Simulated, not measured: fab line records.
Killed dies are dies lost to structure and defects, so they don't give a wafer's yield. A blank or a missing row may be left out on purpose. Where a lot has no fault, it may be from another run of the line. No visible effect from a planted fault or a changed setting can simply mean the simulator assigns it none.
Which of the tools did it? | flow nand_harc | 14 lots, 42 wafers sampled, at 4 steps of a route of 1302

== WHAT THE GAUGES READ, wafer by wafer ==
Not one reading of a measure or inspect step in the record can be checked against a usual standard deviation.

== WHICH TOOL RAN EACH LOT (tool, then ch and the chambers of the sampled wafers, then the start) ==
lot  | NHARC_A_M1_DESCUM_14               | NHARC_A_M1_ETCH_15                            | NHARC_A_M1_ETCH_28                 | NHARC_A_M1_ANNEAL_31
L712 | rie_diel-12 ch 0,2, day 23 17:34   | rie_diel-12 ch 0,1,3, day 23 18:15 or earlier | rie_diel-05 ch 2,3, day 23 18:15   | rtp_anneal-01 ch 0, day 23 19:29
L714 | rie_diel-05 ch 2,3, day 23 20:43   | rie_diel-05 ch 0,1,2, day 23 21:19 or earlier | rie_diel-12 ch 1,3, day 23 21:19   | rtp_anneal-01 ch 0, day 23 22:30
L713 | rie_diel-05 ch 0,1,3, day 24 01:38 | rie_diel-05 ch 0,1,2, day 24 02:16 or earlier | rie_diel-10 ch 0,2,3, day 24 02:16 | rtp_anneal-01 ch 0, day 24 03:23
L716 | rie_diel-10 ch 0,2, day 25 00:45   | rie_diel-10 ch 0,1,2, day 25 01:23 or earlier | rie_diel-12 ch 0,1, day 25 01:23   | rtp_anneal-01 ch 0, day 25 02:31
L717 | rie_diel-12 ch 0,3, day 26 02:53   | rie_diel-12 ch 0,1, day 26 03:30 or earlier   | rie_diel-12 ch 0,1,2, day 26 03:30 | rtp_anneal-01 ch 0, day 26 04:38
L719 | rie_diel-12 ch 0,1, day 26 04:55   | rie_diel-12 ch 1,3, day 26 05:35 or earlier   | rie_diel-05 ch 0,3, day 26 05:35   | rtp_anneal-01 ch 0, day 26 06:45
L718 | rie_diel-12 ch 0,2, day 26 18:10   | rie_diel-12 ch 2,3, day 26 18:46 or earlier   | rie_diel-05 ch 0,2, day 26 18:46   | rtp_anneal-01 ch 0, day 26 19:55
L720 | rie_diel-12 ch 1,2,3, day 26 19:44 | rie_diel-12 ch 0,1,2, day 26 20:22 or earlier | rie_diel-05 ch 0,1,3, day 26 20:22 | rtp_anneal-02 ch 0, day 26 21:34
L722 | rie_diel-10 ch 0,1,2, day 26 21:56 | rie_diel-10 ch 1,2,3, day 26 22:34 or earlier | rie_diel-05 ch 0,2,3, day 26 22:34 | rtp_anneal-02 ch 0, day 26 23:47
L726 | rie_diel-12 ch 0,2,3, day 28 17:56 | rie_diel-12 ch 0,3, day 28 18:33 or earlier   | rie_diel-10 ch 0,1,3, day 28 18:33 | rtp_anneal-02 ch 0, day 28 19:46
L729 | rie_diel-12 ch 0,1,2, day 30 15:01 | rie_diel-12 ch 0,1,3, day 30 15:38 or earlier | rie_diel-05 ch 0,1,2, day 30 15:38 | rtp_anneal-01 ch 0, day 30 16:49
L730 | rie_diel-12 ch 1,2,3, day 30 16:22 | rie_diel-12 ch 0,1,2, day 30 17:00 or earlier | rie_diel-05 ch 1,2, day 30 17:00   | rtp_anneal-02 ch 0, day 30 18:11
L734 | rie_diel-10 ch 0,2,3, day 31 18:10 | rie_diel-10 ch 0,2,3, day 31 18:47 or earlier | rie_diel-10 ch 0,2,3, day 31 18:47 | rtp_anneal-01 ch 0, day 31 20:04
L733 | rie_diel-05 ch 0,3, day 31 20:29   | rie_diel-05 ch 1,2, day 31 21:10 or earlier   | rie_diel-10 ch 1,3, day 31 21:10   | rtp_anneal-01 ch 0, day 31 22:18
- NHARC_A_M1_DESCUM_14: chemistry O2, time 3 s.
- NHARC_A_M1_ETCH_15: etches the open film in C4F8/Ar, target depth 182.5 nm, time 91.2 s.
- NHARC_A_M1_ETCH_28: etches the open film in CF4/N2, target depth 30 nm, time 72.99 s.
- NHARC_A_M1_ANNEAL_31: time 90 s.

== AS READ BY THE TOOLS THEMSELVES (means over the sampled wafers that have a number; for cases with no such wafer, the mark the record gives instead) ==
NHARC_A_M1_DESCUM_14. Usual: drypump_motor_current_A 5.90 A, standard deviation 0.27; oes_product_au 1.001 a.u., standard deviation 0.012; rf_vpp_V 57.9 V, standard deviation 0.8; showerhead_plenum_p_Torr 1.92 Torr, standard deviation 0.083; throttle_valve_pct 11.310 %, standard deviation 0.0087.
lot  | tool        | drypump_motor_current_A (A) | oes_product_au (a.u.) | rf_vpp_V (V) | showerhead_plenum_p_Torr (Torr) | throttle_valve_pct (%) | flag
L712 | rie_diel-12 | 5.95                        | 0.999                 | 58.0         | 1.91                            | 11.301                 |
L714 | rie_diel-05 | 5.70                        | 1.005                 | 57.5         | 1.91                            | 11.316                 |
L713 | rie_diel-05 | 6.08                        | 0.999                 | 58.0         | 1.97                            | 11.306                 |
L716 | rie_diel-10 | 5.99                        | 1.006                 | 57.9         | 1.81                            | 11.306                 |
L717 | rie_diel-12 | 5.84                        | 1.002                 | 57.4         | 1.89                            | 11.304                 |
L719 | rie_diel-12 | 5.84                        | 0.995                 | 58.1         | 1.97                            | 11.303                 |
L718 | rie_diel-12 | 5.89                        | 1.009                 | 58.4         | 1.95                            | 11.323                 |
L720 | rie_diel-12 | 5.74                        | 0.996                 | 58.1         | 1.99                            | 11.318                 |
L722 | rie_diel-10 | 6.11                        | 0.994                 | 56.6         | 1.81                            | 11.312                 |
L726 | rie_diel-12 | 5.81                        | 0.998                 | 57.4         | 1.93                            | 11.308                 |
L729 | rie_diel-12 | 5.91                        | 0.990                 | 58.5         | 1.96                            | 11.315                 |
L730 | rie_diel-12 | 5.73                        | 1.012                 | 58.1         | 1.99                            | 11.305                 |
L734 | rie_diel-10 | 5.95                        | 1.005                 | 56.7         | 1.81                            | 11.297                 |
L733 | rie_diel-05 | 6.22                        | 1.015                 | 57.4         | 1.95                            | 11.316                 |

NHARC_A_M1_ETCH_15. Usual: bias_w 300.0 W, standard deviation 0.82; oes_product_au 0.956 a.u., standard deviation 0.023; rf_vpp_V 441.1 V, standard deviation 2.8.
lot  | tool        | bias_w (W) | oes_product_au (a.u.) | rf_vpp_V (V) | flag
L712 | rie_diel-12 | 299.5      | 0.958                 | 441.4        |
L714 | rie_diel-05 | 300.1      | 0.965                 | 442.5        |
L713 | rie_diel-05 | 300.2      | 0.965                 | 442.0        |
L716 | rie_diel-10 | 300.0      | 0.928                 | 438.0        |
L717 | rie_diel-12 | 299.6      | 0.921                 | 443.7        |
L719 | rie_diel-12 | 300.1      | 0.923                 | 443.5        |
L718 | rie_diel-12 | 300.4      | 0.974                 | 442.0        |
L720 | rie_diel-12 | 299.9      | 0.971                 | 441.8        |
L722 | rie_diel-10 | 299.1      | 0.967                 | 437.0        |
L726 | rie_diel-12 | 300.4      | 0.958                 | 439.9        |
L729 | rie_diel-12 | 299.5      | 0.948                 | 441.8        |
L730 | rie_diel-12 | 300.4      | 0.921                 | 442.2        |
L734 | rie_diel-10 | 300.2      | 0.974                 | 437.7        |
L733 | rie_diel-05 | 300.3      | 0.933                 | 442.6        |

NHARC_A_M1_ETCH_28. Usual: for bias_w, 100.0 W with a standard deviation of 0.31; for drypump_motor_current_A, 6.0 A with a standard deviation of 0.3; for n2_flow_sccm, 100.00 sccm with a standard deviation of 0.29; for oes_product_au, 1.005 a.u. with a standard deviation of 0.013; for rf_vpp_V, 314.1 V with a standard deviation of 2; for showerhead_plenum_p_Torr, 2.62 Torr with a standard deviation of 0.11; for throttle_valve_pct, 19.794 % with a standard deviation of 0.0095.
lot  | tool        | bias_w (W) | drypump_motor_current_A (A) | n2_flow_sccm (sccm) | oes_product_au (a.u.) | rf_vpp_V (V) | showerhead_plenum_p_Torr (Torr) | throttle_valve_pct (%) | flag
L712 | rie_diel-05 | 100.0      | 6.1                         | 100.08              | 1.004                 | 315.4        | 2.65                            | 19.792                 |
L714 | rie_diel-12 | 100.0      | 5.7                         | 99.88               | 0.992                 | 315.7        | 2.74                            | 19.789                 |
L713 | rie_diel-10 | 100.2      | 6.0                         | 100.15              | 1.002                 | 312.2        | 2.49                            | 19.796                 |
L716 | rie_diel-12 | 100.1      | 5.9                         | 100.24              | 0.985                 | 314.3        | 2.63                            | 19.793                 |
L717 | rie_diel-12 | 100.1      | 5.9                         | 100.02              | 1.001                 | 315.1        | 2.69                            | 19.802                 |
L719 | rie_diel-05 | 100.4      | 6.3                         | 100.28              | 1.020                 | 315.7        | 2.67                            | 19.788                 |
L718 | rie_diel-05 | 100.1      | 5.6                         | 99.70               | 1.019                 | 314.4        | 2.63                            | 19.791                 |
L720 | rie_diel-05 | 100.2      | 6.1                         | 99.99               | 1.018                 | 314.7        | 2.69                            | 19.792                 |
L722 | rie_diel-05 | 99.8       | 5.9                         | 100.23              | 1.019                 | 315.0        | 2.65                            | 19.791                 |
L726 | rie_diel-10 | 100.0      | 6.1                         | 100.02              | 0.993                 | 312.4        | 2.49                            | 19.794                 |
L729 | rie_diel-05 | 100.0      | 5.8                         | 99.87               | 0.810                 | 314.1        | 2.67                            | 19.797                 | OFF
L730 | rie_diel-05 | 99.7       | 5.7                         | 99.68               | 0.812                 | 314.0        | 2.69                            | 19.788                 | OFF
L734 | rie_diel-10 | 100.0      | 6.0                         | 99.94               | 1.006                 | 312.0        | 2.49                            | 19.803                 |
L733 | rie_diel-10 | 99.8       | 6.3                         | 99.71               | 0.990                 | 311.5        | 2.44                            | 19.793                 |

NHARC_A_M1_ANNEAL_31. Usual: wafer_temp_C_max at 225.83, with a standard deviation of 0.24.
lot  | tool          | wafer_temp_C_max | flag
L712 | rtp_anneal-01 | 225.89           |
L714 | rtp_anneal-01 | 226.07           |
L713 | rtp_anneal-01 | 226.01           |
L716 | rtp_anneal-01 | 226.09           |
L717 | rtp_anneal-01 | 225.87           |
L719 | rtp_anneal-01 | 225.89           |
L718 | rtp_anneal-01 | 225.75           |
L720 | rtp_anneal-02 | 225.60           |
L722 | rtp_anneal-02 | 225.60           |
L726 | rtp_anneal-02 | 225.63           |
L729 | rtp_anneal-01 | 225.95           |
L730 | rtp_anneal-02 | 225.56           |
L734 | rtp_anneal-01 | 226.14           |
L733 | rtp_anneal-01 | 226.08           |

== THE ANSWER, worked out from the rows above alone ==
Rule: take the mean of a lot's wafers that have a number; if it is more than 3 standard deviations from the usual mean, the lot is off. Also off: a lot with no number at a reading for which 4 or more lots have one. Any other lot the step has rows for is counted as sound. After the gauges, taken in route order, come the tools' own readings; for these a lot's mean is taken, as printed above. The first step at which some lot is off is used, and at that step the reading that is off furthest; a lot without a number counts as furthest.
Off at NHARC_A_M1_ETCH_28 (oes_product_au): L729, L730.
If a tool, at that step or one of the process steps before it, ran each lot that is off and ran no sound lot following the first of them, it fits. Because NHARC_A_M1_ETCH_15 lacks a start for some lots, the hours and order of its lots are taken from NHARC_A_M1_ETCH_28. 2 tools fit, rie_diel-12 at NHARC_A_M1_DESCUM_14 and NHARC_A_M1_ETCH_15 and rie_diel-05 at NHARC_A_M1_ETCH_28, so this cannot tell which one it is.

== WHAT THE SIMULATOR HAD INSERTED ==
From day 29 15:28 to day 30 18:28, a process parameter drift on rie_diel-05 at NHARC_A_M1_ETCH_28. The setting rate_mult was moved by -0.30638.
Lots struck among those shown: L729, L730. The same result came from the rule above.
